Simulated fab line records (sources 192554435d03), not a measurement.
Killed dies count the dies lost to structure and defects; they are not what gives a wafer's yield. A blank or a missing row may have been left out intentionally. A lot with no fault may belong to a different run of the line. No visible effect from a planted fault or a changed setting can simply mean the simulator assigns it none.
Which tool did it? | flow n5Finfet | 9 lots with 26 wafers sampled at 5 steps, on a route of 1938 steps

WHAT EACH GAUGE READ, for each wafer
N5_BEOL_M8_INSPECT_58: inspects for defects (darkfield).
lot  | measured     | on               | rawDefectCount
L487 | day 9 12:46  | defectInspect-02 | 74 117 73
L488 | day 10 10:10 | defectInspect-01 | 70 56 49
L494 | day 11 12:50 | defectInspect-01 | 1245 72 68
L495 | day 12 05:42 | defectInspect-02 | 79 1306 40
L499 | day 12 18:29 | defectInspect-02 | 61 55 80
L505 | day 14 09:10 | defectInspect-02 | 74 59 53
L506 | day 14 14:54 | defectInspect-01 | 116 43 88
L507 | day 14 15:43 | defectInspect-01 | 133 101
L509 | day 15 12:50 | defectInspect-01 | 77 70 42

EACH LOT AND THE TOOL THAT RAN IT (in order: tool; ch and the chambers of the sampled wafers; start)
lot  | N5_BEOL_M8_STRIP_36               | N5_BEOL_M8_PRE_CLEAN_45     | N5_BEOL_M8_ALD_77                  | N5_BEOL_M8_CMP_52
L487 | rieDiel-05 ch 2,3, day 9 10:14    | pvdSputter-03, day 9 11:10  | aldMetal-01 ch 0,1, day 9 11:13    | cmp-04 ch 0,1,2, day 9 12:20
L488 | rieDiel-02 ch 1,2,3, day 10 07:21 | pvdSputter-03, day 10 08:10 | aldMetal-03 ch 0,1,2, day 10 08:17 | cmp-04 ch 1,2, day 10 09:43
L494 | rieDiel-05 ch 0,1, day 11 08:17   | pvdSputter-02, day 11 10:17 | aldMetal-03 ch 0,1,2, day 11 10:21 | cmp-02 ch 1,2, day 11 12:23
L495 | rieDiel-05 ch 0,1,2, day 12 02:58 | pvdSputter-01, day 12 03:46 | aldMetal-03 ch 2,3, day 12 03:50   | cmp-02 ch 1,2,3, day 12 05:17
L499 | rieDiel-01 ch 0,3, day 12 12:41   | pvdSputter-03, day 12 14:50 | aldMetal-03 ch 0,2, day 12 15:07   | cmp-03 ch 0,2,3, day 12 18:07
L505 | rieDiel-02 ch 0,1,3, day 14 06:28 | pvdSputter-03, day 14 07:20 | aldMetal-01 ch 0,2, day 14 07:25   | cmp-02 ch 1,3, day 14 08:46
L506 | rieDiel-02 ch 0,1, day 14 12:18   | pvdSputter-02, day 14 13:04 | aldMetal-01 ch 0,1,2, day 14 13:08 | cmp-04 ch 0,2, day 14 14:29
L507 | rieDiel-05 ch 2,3, day 14 12:43   | pvdSputter-02, day 14 13:31 | aldMetal-02 ch 0,1, day 14 13:38   | cmp-03 ch 2,3, day 14 15:15
L509 | rieDiel-05 ch 2,3, day 15 07:59   | pvdSputter-01, day 15 09:11 | aldMetal-02 ch 1,2, day 15 09:16   | cmp-02 ch 1,2,3, day 15 12:23
- N5_BEOL_M8_STRIP_36: strips in N2/H2.
- N5_BEOL_M8_PRE_CLEAN_45: time 30 s.
- N5_BEOL_M8_ALD_77: deposits TaN, target thk 2 nm, pulse time 2 s, purge time 3 s.
- N5_BEOL_M8_CMP_52: polishes, stops on SiCOH lowk, t overpolish 6.9 s, target thk 80 nm.

THE ANSWER, worked out from the rows above alone
Rule: the lots themselves supply what counts as usual. Put in order of their means at a reading, lots are off if they are a third of the lots or fewer, leave a main group of 4 or more, and stand apart from it by a gap of 3 or more times the standard deviation of the main group's means; of several such gaps the widest counts. Not used: any main group whose means are identical at the precision the tables above print for the reading. Also off: a lot with no number at a reading for which 4 or more lots have one. Where the step has rows for the other lots, those lots are counted as sound.
Off, at N5_BEOL_M8_INSPECT_58 on rawDefectCount: L494, L495. Mean 77 and standard deviation 19 in the main group.
If a tool, at a process step before that reading, ran all the lots that are off and no sound lot after the first of them, it fits. Those tools and the gauges at N5_BEOL_M8_INSPECT_58 are tried in the same way. None of those tried fits.

WHAT THE SIMULATOR HAD INSERTED
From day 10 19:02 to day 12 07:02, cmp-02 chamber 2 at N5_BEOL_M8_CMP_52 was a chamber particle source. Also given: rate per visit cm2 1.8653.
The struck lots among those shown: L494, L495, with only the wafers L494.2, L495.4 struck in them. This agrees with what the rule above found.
